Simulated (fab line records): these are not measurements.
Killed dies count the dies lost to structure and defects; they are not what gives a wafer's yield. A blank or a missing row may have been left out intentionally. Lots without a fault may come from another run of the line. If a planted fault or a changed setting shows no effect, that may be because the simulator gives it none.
Chamber matching -- flow n5 finfet -- N5_MOL_CONTACT_COAG_ETCHBACK_134 on rie diel-03: 4 sister chambers
The step etches SiO2 in CHF3, target depth 10 nm, time 6.7 s. 4 wafers are shown with their chamber, then 9 later ones without.

WAFERS PAIRED WITH THEIR CHAMBERS
wafer,chamber,drypump motor current A (A)
L085.5,1,6.0
L088.4,3,6.2
L089.3,2,5.8
L089.4,0,5.5

WAFERS WHOSE CHAMBER IS MISSING
wafer,drypump motor current A (A)
L090.1,5.8
L090.2,6.2
L090.3,6.0
L091.1,5.8
L091.2,6.0
L091.5,5.8
L092.1,5.8
L092.4,5.9
L092.5,6.0

WHICH CHAMBER EACH ONE RAN IN
wafer,from the rows above,in truth
L090.1,2,2
L090.2,3,3
L090.3,1,1
L091.1,2,2
L091.2,1,1
L091.5,2,2
L092.1,2,2
L092.4,can't be placed: 1 or 2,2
L092.5,1,1
8 of 9 placed correctly. These rows do not allow placing 1 (true chamber among the candidates in 1). Number placed wrongly: 0.
How it was worked out, from the rows above alone: a wafer's distance from a chamber is the root of the sum, over the readings, of the square of ((its reading less the chamber's mean) divided by the reading's scatter). The wafer belongs to the nearest chamber; if the next one is less than 2 further off, it can't be placed. A chamber's mean is the mean of its shown wafers. The scatter: root of mean squared gap, hidden wafer to nearest shown wafer, with one shown wafer a chamber.
